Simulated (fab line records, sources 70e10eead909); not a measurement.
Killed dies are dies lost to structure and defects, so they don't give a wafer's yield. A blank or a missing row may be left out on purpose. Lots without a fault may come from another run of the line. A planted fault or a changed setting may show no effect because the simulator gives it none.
fab line records | flow nand_harc
record lots=24 wafers=72 last_day=24
route steps=1159 shown A_CONTACT@913 A_BLC@975
lots that met no fault: from a run of the same line without faults
start_h: hours from the record's first day to the start of the lot's first wafer shown | wait_h: hours since the lot's step before | " the same as in the row above | L1.1+2: a row that stands for several wafers | - no value, or no start given | * or withheld: withheld | < > ~ a bound
route shown NAME@n: a module of which the file shows steps, and the number in the route of the first | usual: mean/standard deviation of fault-free wafers | same: alike in all rows | chamber/n: place in a boat | sites: the reading at each site | _std_site: their standard deviation | _edge_site: outer sites' mean less inner sites' | radius_mm: how far each site lies from the wafer's centre | mask NAME#n: copy n | behind: the tool/chamber that last shaped the wafer | hold: why the lot was held/for how many hours/how that ended | device: the transistor (n, p or np) that didn't switch | end of line: the same wafers' tests at the end of the route | a step without rows: its recipe alone | killed: dies lost to structure and defects at the first sort, not the wafer's yield | map: a wafer's dies, x killed, . not, _ none there
set.NAME: the setting as run; set.NAME@STEP: as run at that earlier step | model.NAME: the simulator's own value behind a step, which no gauge read
steps of the route over a sample of lots; a table a step, a row a wafer
services: from which hour (start_h, from the record's first day; less than 0 if before it) a tool's chamber was out of use, for how many hours, and why
## steps
# step NHARC_A_CONTACT_ETCH_133
# recipe source_w=withheld pressure_mtorr=20 bias_v=400 time_s=195 target_depth_a=8400 ar_flow_sccm=withheld c4f8_flow_sccm=11.5 o2_flow_sccm=7.2 chemistry=C4F8/O2/Ar
# columns lot.wafer tool chamber start_h wait_h rf_hours_counter_h
L074.4 har_cap_etch-01 1 371.05 0.2 -
L074.5 " 1 " " -
L074.6 " 0 " " -
L077.1 har_cap_etch-03 0 397.52 0.1 85
L077.2 " 1 " " 85
L077.4 " 1 " " -
L076.3 har_cap_etch-01 0 397.97 0.2 -
L076.6 " 1 " " -
L076.5 " 0 " " -
L075.1 har_cap_etch-02 1 403.39 0.1 13
L075.6 " 1 " " -
L075.5 " 0 " " -
L079.2 har_cap_etch-03 0 416.74 0.2 88
L079.1 " 1 " " 88
L079.6 " 0 " " -
L078.4 har_cap_etch-01 1 421.79 0.2 -
L078.6 " 0 " " -
L078.5 " 1 " " -
L081.1 har_cap_etch-02 1 425.60 0.1 16
L081.2 " 0 " " 16
L081.4 " 0 " " -
L080.3 har_cap_etch-01 0 438.55 0.2 -
L080.6 " 1 " " -
L080.5 " 0 " " -
L082.4 har_cap_etch-01 0 447.62 0.2 -
L082.5 " 0 " " -
L082.6 " 1 " " -
L084.1 har_cap_etch-03 1 448.28 0.2 93
L084.2 " 0 " " 93
L084.4 " 0 " " -
L083.4 har_cap_etch-03 1 452.63 0.2 -
L083.5 " 0 " " -
L083.6 " 1 " " -
L085.2 har_cap_etch-01 1 454.00 0.1 73
L085.4 " 0 " " -
L085.6 " 0 " " -
L087.1 har_cap_etch-03 1 458.21 0.1 97
L087.5 " 1 " " -
L087.6 " 0 " " -
L089.4 har_cap_etch-02 0 458.87 0.2 -
L089.6 " 1 " " -
L089.5 " 0 " " -
L090.1 har_cap_etch-01 0 463.77 0.1 77
L090.4 " 1 " " -
L090.5 " 0 " " -
L086.1 har_cap_etch-02 1 464.82 0.1 25
L086.3 " 0 " " -
L086.6 " 0 " " -
L091.1 har_cap_etch-03 1 467.32 0.1 101
L091.4 " 1 " " -
L091.3 " 0 " " -
L088.1 har_cap_etch-01 1 470.03 0.1 79
L088.3 " 1 " " -
L088.6 " 0 " " -
L092.1 har_cap_etch-02 1 487.38 0.1 28
L092.2 " 0 " " 28
L092.5 " 0 " " -
L093.1 har_cap_etch-03 1 493.29 0.1 104
L093.4 " 1 " " -
L093.3 " 0 " " -
L096.1 har_cap_etch-02 1 503.82 0.1 31
L096.2 " 0 " " 31
L096.6 " 0 " " -
L094.1 har_cap_etch-03 0 510.34 0.1 107
L094.2 " 1 " " 107
L094.4 " 1 " " -
L095.3 har_cap_etch-02 0 513.98 0.2 -
L095.4 " 1 " " -
L095.6 " 0 " " -
L097.1 har_cap_etch-03 1 519.61 0.1 109
L097.2 " 0 " " 109
L097.4 " 1 " " -
# step NHARC_A_CONTACT_ETCH_92
# recipe target_depth_a=400 over_etch_frac=0.5 time_s=85.7 ion_energy_ev=120 ch3f_flow_sccm=50 o2_flow_sccm=30 ar_flow_sccm=200 rf_w=500 bias_w=100 chemistry=CH3F/O2
# usual drypump_motor_current_A=5.9/0.33 oes_product_au=0.938/0.027 rf_vpp_V=244.5/1.5 showerhead_plenum_p_Torr=2.47/0.094 throttle_valve_pct=20.662/0.0081
# columns lot.wafer tool chamber start_h wait_h drypump_motor_current_A oes_product_au rf_hours_counter_h rf_vpp_V showerhead_plenum_p_Torr throttle_valve_pct
L074.4 rie_diel-02 2 377.87 0.3 5.2 0.919 13 244.3 2.41 20.670
L074.5 " 1 " " 5.4 0.925 - 243.2 2.37 20.656
L074.6 " 2 " " 5.2 0.917 - 242.9 2.41 20.647
L077.1 rie_diel-06 2 403.84 0.3 5.5 0.939 51 245.4 2.49 20.654
L077.4 " 3 " " 6.0 0.934 54 246.5 2.55 20.653
L077.2 " 0 " " 6.4 0.917 55 243.8 2.41 20.656
L076.3 rie_diel-07 1 404.30 0.3 5.9 0.948 33 246.6 2.57 20.656
L076.5 " 0 " " 5.6 0.932 - 244.8 2.51 20.658
L076.6 " 1 " " 5.9 0.944 - 246.4 2.57 20.657
L075.1 rie_diel-02 0 411.59 0.4 6.1 0.935 29 243.7 2.33 20.655
L075.5 " 0 " " 6.1 0.929 - 242.8 2.33 20.686
L075.6 " 1 " " 5.4 0.926 - 242.1 2.37 20.672
L079.2 rie_diel-02 3 422.74 0.3 6.4 1.010 32 243.8 2.46 20.653
L079.1 " 0 " " 6.1 1.005 33 243.0 2.33 20.660
L079.6 " 3 " " 6.3 1.022 - 245.9 2.46 20.686
L078.4 rie_diel-06 3 427.99 0.3 6.0 1.007 0 245.9 2.55 20.655
L078.5 " 1 " " 6.0 1.015 - 246.3 2.63 20.672
L078.6 " 2 " " 5.4 1.021 - 244.4 2.49 20.660
L081.2 rie_diel-07 3 432.28 0.4 6.2 0.951 4 241.5 2.33 20.663
L081.4 " 0 " " 5.6 0.929 4 245.3 2.51 20.658
L081.1 " 1 " " 5.9 0.943 4 245.3 2.57 20.646
L080.3 rie_diel-07 0 445.36 0.3 5.6 0.923 7 244.1 2.51 20.665
L080.6 " 3 " " 6.2 0.931 - 243.0 2.33 20.665
L080.5 " 0 " " 5.6 0.916 - 243.0 2.51 20.663
L082.4 rie_diel-07 0 453.57 0.3 5.6 0.930 9 245.7 2.51 20.652
L082.6 " 3 " " 6.2 0.939 - 241.7 2.33 20.659
L082.5 " 0 " " 5.6 0.922 - 245.6 2.51 20.651
L084.2 rie_diel-06 0 456.60 0.4 6.5 0.919 13 244.0 2.40 20.639
L084.4 " 1 " " 6.0 0.916 12 247.3 2.63 20.668
L084.1 " 2 " " 5.5 0.933 13 245.3 2.48 20.659
L083.4 rie_diel-07 1 460.39 0.3 5.9 0.917 11 246.1 2.57 20.664
L083.6 " 2 " " 6.2 0.915 - 244.2 2.53 20.670
L083.5 " 3 " " 6.2 0.931 - 242.5 2.33 20.658
L085.4 rie_diel-07 3 460.86 0.3 6.2 0.937 10 243.3 2.33 20.664
L085.2 " 0 " " 5.6 0.929 11 244.4 2.51 20.663
L085.6 " 0 " " 5.6 0.926 - 244.6 2.51 20.660
L087.1 rie_diel-06 1 464.67 0.4 6.0 0.920 15 245.1 2.63 20.662
L087.5 " 0 " " 6.5 0.912 - 243.5 2.40 20.666
L087.6 " 1 " " 6.0 0.918 - 248.2 2.63 20.655
L089.4 rie_diel-07 3 465.21 0.3 6.2 0.943 12 244.3 2.33 20.659
L089.6 " 3 " " 6.2 0.931 - 241.3 2.33 20.653
L089.5 " 0 " " 5.7 0.921 - 245.6 2.51 20.665
L090.4 rie_diel-07 1 474.67 0.3 5.9 0.925 14 245.3 2.57 20.668
L090.1 " 2 " " 6.2 0.931 14 245.8 2.53 20.655
L090.5 " 2 " " 6.2 0.927 - 243.9 2.53 20.666
L086.3 rie_diel-07 0 478.11 0.4 5.6 0.920 13 245.9 2.51 20.669
L086.1 " 1 " " 5.9 0.920 14 246.0 2.57 20.671
L086.6 " 0 " " 5.6 0.924 - 244.6 2.51 20.655
L091.4 rie_diel-07 0 478.48 0.4 5.6 0.929 13 245.2 2.51 20.667
L091.1 " 1 " " 5.9 0.929 15 243.3 2.57 20.658
L091.3 " 2 " " 6.2 0.917 15 245.8 2.53 20.658
L088.1 rie_diel-07 0 480.61 0.5 5.6 0.925 14 244.6 2.51 20.671
L088.3 " 1 " " 5.9 0.927 15 247.0 2.57 20.654
L088.6 " 0 " " 5.6 0.922 - 245.0 2.51 20.673
L092.1 rie_diel-02 1 493.71 0.4 5.4 0.906 59 243.9 2.35 20.664
L092.2 " 0 " " 6.1 0.912 61 241.8 2.32 20.668
L092.5 " 2 " " 5.2 0.919 - 242.7 2.39 20.660
L093.1 rie_diel-07 0 500.82 0.3 5.6 0.925 17 244.1 2.51 20.669
L093.4 " 2 " " 6.2 0.933 18 245.1 2.52 20.660
L093.3 " 3 " " 6.2 0.945 17 242.6 2.33 20.657
L096.2 rie_diel-07 2 511.30 0.4 6.2 0.929 20 246.7 2.52 20.659
L096.1 " 3 " " 6.2 0.942 18 242.2 2.33 20.680
L096.6 " 2 " " 6.2 0.930 - 245.2 2.52 20.674
L094.2 rie_diel-02 2 516.75 0.3 5.2 1.005 0 243.8 2.39 20.657
L094.4 " 3 " " 6.3 1.006 0 244.3 2.45 20.657
L094.1 " 0 " " 6.1 0.996 0 243.3 2.32 20.657
L095.4 rie_diel-07 1 521.28 0.3 5.9 0.932 22 246.9 2.56 20.667
L095.3 " 2 " " 6.2 0.936 22 245.5 2.52 20.666
L095.6 " 1 " " 5.9 0.933 - 246.4 2.56 20.669
L097.2 rie_diel-07 0 525.86 0.4 5.6 0.928 20 246.1 2.50 20.670
L097.4 " 1 " " 5.9 0.925 22 244.7 2.56 20.662
L097.1 " 2 " " 6.2 0.931 22 246.8 2.52 20.664
# step NHARC_A_BLC_OVL_MEAS_11
# usual overlay_x_nm=0.1/0.77 overlay_y_nm=0.2/0.76
# columns lot.wafer tool chamber start_h wait_h overlay_x_nm overlay_y_nm
L074.4 overlay-01 - 402.95 - -0.5 0.8
L074.5 " - " " -0.6 0.7
L074.6 " - " " -0.8 0.6
L077.1 overlay-01 - 415.96 - 0.1 1.1
L077.2 " - " " 0.1 1.0
L077.4 " - " " -0.1 0.6
L076.3 overlay-01 - 416.29 - 0.5 -0.4
L076.5 " - " " 0.3 -0.4
L076.6 " - " " -0.7 -0.3
L075.1 overlay-02 - 420.67 - 0.0 0.5
L075.5 " - " " -0.1 1.0
L075.6 " - " " 0.6 1.1
L079.1 overlay-02 - 429.15 - 0.0 0.5
L079.2 " - " " -0.4 1.0
L079.6 " - " " 0.2 0.7
L078.4 overlay-01 - 438.86 - 0.4 -0.5
L078.5 " - " " -0.5 -0.4
L078.6 " - " " 0.0 -0.3
L081.1 overlay-01 - 439.50 - -1.2 -0.1
L081.2 " - " " -0.3 0.1
L081.4 " - " " -0.5 -0.2
L080.3 overlay-01 - 454.23 - -0.4 0.2
L080.5 " - " " 0.6 0.5
L080.6 " - " " 0.4 0.6
L082.4 overlay-02 - 457.43 - -0.7 -0.9
L082.5 " - " " -1.1 -1.0
L082.6 " - " " -0.7 -1.2
L084.1 overlay-01 - 462.61 - 1.0 -0.5
L084.2 " - " " 0.7 -0.1
L084.4 " - " " 0.6 -0.8
L083.4 overlay-01 - 463.75 - -1.9 0.6
L083.5 " - " " -2.1 0.8
L083.6 " - " " -1.6 0.9
L085.2 overlay-02 - 465.69 - 0.2 0.1
L085.4 " - " " 0.1 -0.1
L085.6 " - " " 0.1 0.2
L087.1 overlay-01 - 468.37 - 1.5 0.0
L087.5 " - " " 1.5 0.3
L087.6 " - " " 1.1 0.5
L089.4 overlay-02 - 469.67 - 0.9 -1.5
L089.5 " - " " 0.8 -1.3
L089.6 " - " " 0.9 -0.9
L090.1 overlay-01 - 477.91 - -0.1 0.7
L090.4 " - " " 0.1 0.5
L090.5 " - " " 0.5 1.1
L091.1 overlay-02 - 494.68 - 0.7 -0.9
L091.3 " - " " 0.5 -0.2
L091.4 " - " " 1.0 -0.5
L086.1 overlay-01 - 495.85 - 0.0 0.6
L086.3 " - " " 0.7 1.0
L086.6 " - " " 0.0 0.6
L088.1 overlay-02 - 496.59 - 0.0 0.0
L088.3 " - " " -0.6 -0.3
L088.6 " - " " 0.0 0.5
L092.1 overlay-01 - 500.28 - 1.2 -0.4
L092.2 " - " " 1.1 -0.5
L092.5 " - " " 1.0 -0.3
L093.1 overlay-02 - 506.31 - 0.5 1.2
L093.3 " - " " 1.4 0.9
L093.4 " - " " 0.8 0.7
L096.1 overlay-01 - 514.93 - -0.4 -0.6
L096.2 " - " " -0.3 -0.9
L096.6 " - " " 0.4 -0.9
L094.1 overlay-02 - 521.90 - 0.1 0.4
L094.2 " - " " -0.2 0.7
L094.4 " - " " 0.3 0.7
L095.3 overlay-01 - 526.50 - 0.9 0.3
L095.4 " - " " 0.3 0.1
L095.6 " - " " 0.7 0.4
L097.1 overlay-02 - 528.97 - -0.5 1.3
L097.2 " - " " -0.9 1.6
L097.4 " - " " -1.2 1.6
# step NHARC_A_BLC_ETCH_16
# recipe target_depth_a=390 over_etch_frac=0.3 time_s=65 ion_energy_ev=80 cf4_flow_sccm=150 ar_flow_sccm=0 rf_w=300 bias_w=100 chemistry=CF4
# usual drypump_motor_current_A=5.8/0.49 oes_product_au=0.999/0.011 rf_vpp_V=151.3/1.1 showerhead_plenum_p_Torr=1.77/0.067 throttle_valve_pct=13.285/0.009
# columns lot.wafer tool chamber start_h wait_h drypump_motor_current_A oes_product_au rf_hours_counter_h rf_vpp_V showerhead_plenum_p_Torr throttle_valve_pct
L074.4 rie_diel-08 3 403.13 0.1 5.8 0.987 9 150.5 1.86 13.286
L074.5 " 3 " " 5.8 0.988 - 151.0 1.86 13.266
L074.6 " 0 " " 6.1 0.982 - 150.9 1.77 13.300
L077.4 rie_diel-08 3 416.15 0.1 5.8 0.991 10 151.8 1.86 13.278
L077.1 " 0 " " 6.1 0.990 10 151.2 1.77 13.284
L077.2 " 1 " " 6.3 0.992 10 152.4 1.77 13.298
L076.3 rie_diel-04 3 416.47 0.1 6.7 1.002 13 151.4 1.69 13.291
L076.6 " 3 " " 6.6 0.994 - 149.7 1.69 13.289
L076.5 " 0 " " 5.9 1.011 - 150.8 1.70 13.301
L075.1 rie_diel-08 1 420.86 0.1 6.3 0.986 10 151.0 1.77 13.265
L075.6 " 0 " " 6.1 0.980 - 150.3 1.77 13.280
L075.5 " 1 " " 6.3 0.997 - 152.2 1.77 13.278
L079.1 rie_diel-04 2 429.36 0.1 5.4 0.984 14 151.5 1.81 13.283
L079.2 " 0 " " 5.9 1.007 14 149.3 1.70 13.288
L079.6 " 0 " " 5.9 0.998 - 150.2 1.70 13.290
L078.4 rie_diel-04 1 439.04 0.1 5.6 1.009 15 149.9 1.68 13.290
L078.6 " 1 " " 5.6 0.997 - 151.0 1.68 13.270
L078.5 " 2 " " 5.4 1.006 - 151.4 1.81 13.273
L081.4 rie_diel-08 2 439.70 0.1 5.0 1.002 12 151.9 1.84 13.272
L081.2 " 3 " " 5.8 0.996 13 152.8 1.86 13.279
L081.1 " 1 " " 6.2 0.984 12 152.4 1.77 13.271
L080.3 rie_diel-04 2 454.42 0.1 5.4 1.001 17 153.3 1.81 13.284
L080.6 " 1 " " 5.6 0.994 - 149.7 1.68 13.278
L080.5 " 2 " " 5.4 0.994 - 153.0 1.80 13.298
L082.4 rie_diel-04 3 457.62 0.1 6.6 0.999 17 148.7 1.69 13.275
L082.6 " 2 " " 5.4 1.014 - 152.2 1.80 13.293
L082.5 " 3 " " 6.6 1.011 - 149.3 1.68 13.276
L084.2 rie_diel-04 0 462.81 0.1 5.9 1.011 18 150.6 1.70 13.290
L084.1 " 1 " " 5.6 1.003 18 150.4 1.68 13.282
L084.4 " 0 " " 5.9 0.999 - 150.9 1.70 13.272
L083.4 rie_diel-08 0 464.20 0.3 6.1 0.979 - 149.7 1.76 13.288
L083.5 " 2 " " 5.0 1.001 - 151.8 1.84 13.299
L083.6 " 0 " " 6.1 0.976 - 152.0 1.76 13.277
L085.2 rie_diel-08 0 465.90 0.1 6.1 0.977 16 152.7 1.76 13.289
L085.4 " 3 " " 5.8 0.998 - 152.3 1.86 13.280
L085.6 " 2 " " 5.0 0.998 - 150.8 1.84 13.290
L087.1 rie_diel-08 0 468.58 0.1 6.1 0.967 16 152.4 1.76 13.277
L087.5 " 0 " " 6.1 0.974 - 150.3 1.76 13.277
L087.6 " 2 " " 5.0 0.986 - 151.4 1.84 13.281
L089.4 rie_diel-10 0 469.86 0.1 6.2 0.996 39 152.3 1.84 13.268
L089.6 " 2 " " 6.4 0.989 - 151.3 1.80 13.287
L089.5 " 3 " " 5.9 0.995 - 152.6 1.90 13.292
L090.4 rie_diel-04 1 478.11 0.1 5.5 1.003 0 151.3 1.68 13.293
L090.1 " 2 " " 5.4 1.023 0 151.8 1.80 13.292
L090.5 " 3 " " 6.6 1.001 - 149.3 1.68 13.291
L091.1 rie_diel-08 2 494.86 0.1 5.0 1.006 0 152.2 1.84 13.289
L091.3 " 0 " " 6.2 0.992 0 151.2 1.76 13.306
L091.4 " 1 " " 6.3 1.001 0 150.8 1.77 13.287
L086.1 rie_diel-08 2 496.05 0.1 5.0 1.009 0 151.9 1.84 13.286
L086.3 " 3 " " 5.8 1.000 0 152.6 1.86 13.279
L086.6 " 0 " " 6.1 1.009 - 150.5 1.76 13.285
L088.1 rie_diel-04 1 496.79 0.1 5.6 1.007 2 149.3 1.68 13.288
L088.3 " 2 " " 5.4 1.013 2 151.8 1.80 13.269
L088.6 " 0 " " 5.9 0.994 - 150.1 1.70 13.275
L092.2 rie_diel-04 1 500.47 0.1 5.6 1.005 3 150.7 1.68 13.286
L092.1 " 2 " " 5.4 1.001 3 152.2 1.80 13.286
L092.5 " 1 " " 5.6 0.992 - 150.6 1.68 13.287
L093.1 rie_diel-08 0 506.49 0.1 6.1 1.003 3 151.0 1.76 13.286
L093.3 " 2 " " 5.0 1.003 3 151.8 1.84 13.290
L093.4 " 3 " " 5.8 0.993 2 151.0 1.86 13.282
L096.2 rie_diel-04 2 515.11 0.1 5.4 1.006 4 152.6 1.80 13.278
L096.1 " 0 " " 5.9 0.982 4 150.4 1.70 13.286
L096.6 " 2 " " 5.4 1.008 - 153.2 1.80 13.275
L094.2 rie_diel-04 2 522.08 0.1 5.4 1.004 6 151.8 1.80 13.296
L094.4 " 3 " " 6.7 1.007 6 150.7 1.68 13.280
L094.1 " 0 " " 5.9 0.997 5 149.2 1.70 13.277
L095.3 rie_diel-08 1 526.69 0.1 6.2 1.001 5 150.7 1.77 13.284
L095.4 " 0 " " 6.2 1.008 4 150.3 1.76 13.277
L095.6 " 2 " " 5.0 1.006 - 154.0 1.84 13.274
L097.1 rie_diel-08 2 529.16 0.1 5.0 1.010 5 151.0 1.84 13.278
L097.2 " 3 " " 5.8 0.987 4 152.6 1.86 13.275
L097.4 " 0 " " 6.1 1.002 5 151.3 1.76 13.293
# step NHARC_A_BLC_DEGAS_30
# recipe temp_c=300 time_s=60
# usual heater_power_w=460/50
# columns lot.wafer tool chamber start_h wait_h heater_power_w
L074.4 pvd_sputter-01 - 404.63 - 458
L074.5 " - " " 442
L074.6 " - " " 424
L077.2 pvd_sputter-02 - 417.63 - 503
L077.1 " - " " 460
L077.4 " - " " 546
L076.3 pvd_sputter-02 - 417.97 - 495
L076.5 " - " " 423
L076.6 " - " " 514
L075.1 pvd_sputter-01 - 422.36 - 437
L075.5 " - " " 422
L075.6 " - " " 459
L079.2 pvd_sputter-03 - 431.00 - 470
L079.1 " - " " 417
L079.6 " - " " 489
L078.4 pvd_sputter-02 - 440.54 - 436
L078.6 " - " " 550
L078.5 " - " " 444
L081.1 pvd_sputter-02 - 441.24 - 476
L081.4 " - " " 565
L081.2 " - " " 438
L080.3 pvd_sputter-02 - 455.89 - 465
L080.5 " - " " 468
L080.6 " - " " 554
L082.4 pvd_sputter-01 - 459.10 - 432
L082.5 " - " " 424
L082.6 " - " " 423
L084.2 pvd_sputter-02 - 464.50 - 556
L084.1 " - " " 432
L084.4 " - " " 483
L083.4 pvd_sputter-02 - 466.08 - 435
L083.5 " - " " 445
L083.6 " - " " 495
L085.2 pvd_sputter-01 - 467.59 - 370
L085.4 " - " " 436
L085.6 " - " " 429
L087.1 pvd_sputter-02 - 470.29 - 462
L087.6 " - " " 496
L087.5 " - " " 459
L089.4 pvd_sputter-01 - 471.45 - 423
L089.5 " - " " 464
L089.6 " - " " 381
L090.1 pvd_sputter-01 - 479.59 - 469
L090.4 " - " " 368
L090.5 " - " " 454
L091.3 pvd_sputter-02 - 496.55 - 564
L091.1 " - " " 420
L091.4 " - " " 476
L086.3 pvd_sputter-03 - 497.68 - 405
L086.1 " - " " 501
L086.6 " - " " 385
L088.1 pvd_sputter-02 - 498.28 - 437
L088.3 " - " " 502
L088.6 " - " " 554
L092.2 pvd_sputter-03 - 501.95 - 510
L092.1 " - " " 474
L092.5 " - " " 395
L093.3 pvd_sputter-02 - 507.98 - 497
L093.1 " - " " 460
L093.4 " - " " 569
L096.1 pvd_sputter-03 - 516.62 - 402
L096.2 " - " " 508
L096.6 " - " " 476
L094.1 pvd_sputter-03 - 523.58 - 392
L094.4 " - " " 499
L094.2 " - " " 485
L095.4 pvd_sputter-03 - 528.18 - 399
L095.3 " - " " 397
L095.6 " - " " 482
L097.2 pvd_sputter-03 - 530.64 - 396
L097.1 " - " " 511
L097.4 " - " " 474
# step NHARC_A_BLC_ALD_23
# recipe target_thk_a=30 pulse_time_s=1 ald_cycles=150 temp_c=450 material=TiN
# usual heater_power_w=1029/69 precursor_pulse_height_rel=1.002/0.021
# columns lot.wafer tool chamber start_h wait_h heater_power_w precursor_pulse_height_rel
L074.4 ald_metal-02 2 404.86 - 1051 1.011
L074.6 " 2 " " 1065 1.006
L074.5 " 3 " " 973 0.994
L077.1 ald_metal-04 2 417.87 - 880 0.988
L077.4 " 3 " " 1109 0.979
L077.2 " 1 " " 1056 0.995
L076.3 ald_metal-02 1 418.25 - 994 1.011
L076.5 " 3 " " 963 0.980
L076.6 " 0 " " 1019 0.976
L075.1 ald_metal-02 0 422.60 - 1014 0.993
L075.6 " 3 " " 951 1.003
L075.5 " 0 " " 991 1.024
L079.2 ald_metal-02 1 431.25 - 1003 0.962
L079.1 " 0 " " 1002 1.008
L079.6 " 1 " " 1015 0.985
L078.4 ald_metal-01 2 440.79 - 975 1.005
L078.5 " 1 " " 950 1.029
L078.6 " 2 " " 983 0.967
L081.2 ald_metal-04 0 441.48 - 1134 0.998
L081.4 " 1 " " 1038 0.981
L081.1 " 3 " " 1131 1.008
L080.3 ald_metal-04 2 456.19 - 931 1.017
L080.5 " 3 " " 1129 1.028
L080.6 " 0 " " 1146 0.975
L082.6 ald_metal-02 2 459.43 - 1036 0.984
L082.4 " 3 " " 987 1.007
L082.5 " 1 " " 1004 1.000
L084.1 ald_metal-04 3 464.85 - 1080 1.019
L084.4 " 0 " " 1146 1.024
L084.2 " 1 " " 1055 1.004
L083.4 ald_metal-02 1 466.36 - 1010 1.009
L083.5 " 3 " " 992 1.015
L083.6 " 0 " " 1017 0.977
L085.4 ald_metal-04 1 467.82 - 1057 1.007
L085.2 " 0 " " 1120 0.997
L085.6 " 2 " " 940 1.020
L087.1 ald_metal-01 2 470.54 - 970 1.031
L087.6 " 2 " " 995 1.006
L087.5 " 3 " " 1021 1.008
L089.4 ald_metal-04 3 471.73 - 1087 1.023
L089.5 " 1 " " 995 0.988
L089.6 " 2 " " 906 1.005
L090.4 ald_metal-01 1 479.85 - 949 0.981
L090.1 " 3 " " 1024 0.955
L090.5 " 0 " " 1088 1.033
L091.3 ald_metal-04 1 496.78 - 1062 1.004
L091.1 " 2 " " 928 1.035
L091.4 " 0 " " 1159 0.974
L086.3 ald_metal-02 1 497.91 - 997 1.015
L086.1 " 3 " " 977 0.994
L086.6 " 1 " " 1014 0.992
L088.1 ald_metal-04 0 498.54 - 1160 0.999
L088.3 " 1 " " 1034 0.991
L088.6 " 2 " " 922 0.985
L092.1 ald_metal-04 3 502.27 - 1103 1.000
L092.2 " 0 " " 1145 1.004
L092.5 " 3 " " 1136 0.987
L093.3 ald_metal-04 0 508.33 - 1183 0.995
L093.4 " 1 " " 1053 1.006
L093.1 " 2 " " 957 0.979
L096.2 ald_metal-02 2 516.87 - 1033 0.997
L096.1 " 3 " " 992 0.960
L096.6 " 2 " " 1059 1.013
L094.2 ald_metal-04 2 523.84 - 926 0.954
L094.1 " 0 " " 1144 0.989
L094.4 " 0 " " 1150 0.975
L095.4 ald_metal-02 0 528.52 - 1015 1.010
L095.3 " 2 " " 1062 0.993
L095.6 " 0 " " 1014 0.973
L097.1 ald_metal-01 2 530.89 - 981 1.016
L097.2 " 0 " " 1055 0.961
L097.4 " 1 " " 994 0.978
## services
# columns tool chamber start_h hours kind
rie_diel-04 - 354.03 0.4 repair
ald_metal-02 - 364.00 10.0 pm
pvd_sputter-02 - 366.57 6.8 repair
rie_diel-08 2 372.56 9.2 repair
rie_diel-08 1 385.48 2.0 repair
rie_diel-04 - 388.29 0.5 repair
pvd_sputter-02 - 392.01 10.0 pm
rie_diel-07 - 405.20 9.0 pm
ald_metal-04 - 406.00 10.0 pm
rie_diel-04 1 423.46 4.2 repair
rie_diel-04 3 428.64 5.6 repair
rie_diel-07 0 439.06 1.8 repair
ald_metal-02 0 448.87 11.0 repair
rie_diel-08 3 458.38 6.1 repair
rie_diel-04 2 461.82 12.0 repair
rie_diel-08 1 462.88 10.4 repair
rie_diel-04 - 465.93 9.0 pm
pvd_sputter-02 - 467.32 1.1 repair
ald_metal-04 - 476.78 0.4 repair
rie_diel-08 - 479.85 9.0 pm
rie_diel-07 2 495.11 1.8 repair
har_cap_etch-03 - 506.98 0.5 repair
ald_metal-04 3 518.93 29.2 repair
ald_metal-02 3 529.52 2.5 repair
## key
fault none
